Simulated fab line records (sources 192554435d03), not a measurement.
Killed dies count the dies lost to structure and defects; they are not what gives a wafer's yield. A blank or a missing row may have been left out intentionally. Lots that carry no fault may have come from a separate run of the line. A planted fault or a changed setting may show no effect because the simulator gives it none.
Split-lot experiment	flow n5_finfet	39 wafers read from 7 lots, route of 1938 steps

## THE SPLIT ITSELF
At N5_DUMMY_GATE_ETCH_42 (etches SiO2 in CHF3/O2, target depth 3.5 nm, time 31 s), the setting bias_w was moved away from the recipe's 12 W on 15 of the 39 wafers read, by -11.8% to +15.9%. The other wafers ran this setting at the recipe's value.

The reading comes from the split's own step.

## THE READING
rf_vpp_V, in V, at N5_DUMMY_GATE_ETCH_42 (etches SiO2 in CHF3/O2, target depth 3.5 nm, time 31 s). On this fab line, fault-free wafers typically give 42.7 V with a standard deviation of 0.83 V.

wafer	tool, chamber at the split	bias_w as run, W	against the recipe	rf_vpp_V, V	against lot-mates on the recipe
L076.1	rie_diel-02, 2	12	recipe	43.1	-
L076.2	rie_diel-02, 0	12	recipe	44.8	-
L076.3	rie_diel-02, 3	11.4	-5.0%	41.4	-1.9
L076.4	rie_diel-02, 1	11.4	-5.0%	39.3	-4.0
L076.5	rie_diel-02, 0	11.4	-5.0%	42.7	-0.6
L076.6	rie_diel-02, 3	12	recipe	42.0	-
L081.1	rie_diel-04, 1	12	recipe	42.7	-
L081.2	rie_diel-04, 0	12	recipe	40.9	-
L081.3	rie_diel-04, 3	12	recipe	41.7	-
L081.4	rie_diel-04, 0	12	recipe	40.5	-
L081.5	rie_diel-04, 3	12	recipe	43.1	-
L081.6	rie_diel-04, 1	12	recipe	42.3	-
L083.1	rie_diel-02, 2	10.59	-11.8%	38.2	-4.2
L083.2	rie_diel-02, 1	12	recipe	41.9	-
L083.3	rie_diel-02, 3	10.59	-11.8%	37.5	-4.9
L083.4	rie_diel-02, 0	12	recipe	42.7	-
L083.5	rie_diel-02, 1	10.59	-11.8%	39.3	-3.1
L083.6	rie_diel-02, 0	12	recipe	42.7	-
L087.1	rie_diel-04, 0	12	recipe	42.2	-
L087.2	rie_diel-04, 3	13.91	+15.9%	47.8	+5.0
L087.3	rie_diel-04, 1	13.91	+15.9%	49.6	+6.8
L087.4	rie_diel-04, 2	13.91	+15.9%	47.9	+5.1
L087.5	rie_diel-04, 2	12	recipe	43.6	-
L087.6	rie_diel-04, 3	12	recipe	42.7	-
L088.1	rie_diel-02, 2	12	recipe	41.9	-
L088.2	rie_diel-02, 0	12	recipe	41.8	-
L088.3	rie_diel-02, 3	11.03	-8.1%	41.3	-1.0
L088.4	rie_diel-02, 1	12	recipe	43.2	-
L088.5	rie_diel-02, 1	11.03	-8.1%	40.4	-1.9
L088.6	rie_diel-02, 0	11.03	-8.1%	39.1	-3.2
L092.4	rie_diel-02, 2	12	recipe	43.2	-
L092.5	rie_diel-02, 1	12	recipe	42.3	-
L092.6	rie_diel-02, 0	12	recipe	42.2	-
L093.1	rie_diel-02, 0	12	recipe	42.8	-
L093.2	rie_diel-02, 3	10.93	-8.9%	39.4	-3.1
L093.3	rie_diel-02, 1	10.93	-8.9%	39.9	-2.6
L093.4	rie_diel-02, 2	10.93	-8.9%	39.1	-3.4
L093.5	rie_diel-02, 1	12	recipe	42.4	-
L093.6	rie_diel-02, 0	12	recipe	42.3	-

THE FIT
A straight line over all 39 wafers: rf_vpp_V changes by +0.351 V for each +1% of bias_w; r = +0.93; the points scatter about the line by 0.92 V.
The same after taking each lot's own level away (the mean of its wafers on the recipe; 39 wafers): +0.342 V for each +1%; r = +0.93; scatter 0.86 V.
On that fit, the largest move of bias_w shifts the reading by 5.4 V.
From 41.87 to 43.30 V: that is the span of the lots' own levels, equal to 1.7 times the standard deviation above.
Hence the lot-to-lot level has little effect on the slope; both slopes agree.
Check: with one of the wafers moved furthest among these (+15.9%) left out of the fit, the line predicts +5.61 V for it against its lot-mates. It came out at +4.97 V against them.
Tool readings at the split's step, against how far the setting was moved: rf_vpp_V r = +0.93.

## THESE WAFERS: OTHER SPLITS
Note: prior to the reading, these wafers also went through further splits. Each is held against what the fit with the lots' levels taken away leaves over:
other split on the same wafers	wafers away from the commonest value	r with rf_vpp_V (lot level and that fit taken away)
N5_DUMMY_GATE_EXPOSE_12 dose_mj	15	-0.23
N5_DUMMY_GATE_ETCH_37 source_w	18	-0.24
N5_DUMMY_GATE_ETCH_31 target_depth_a	15	-0.06

## FILE'S OWN FIT
rf_vpp_V changes by +0.341 V for each +1% of bias_w, r = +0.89.
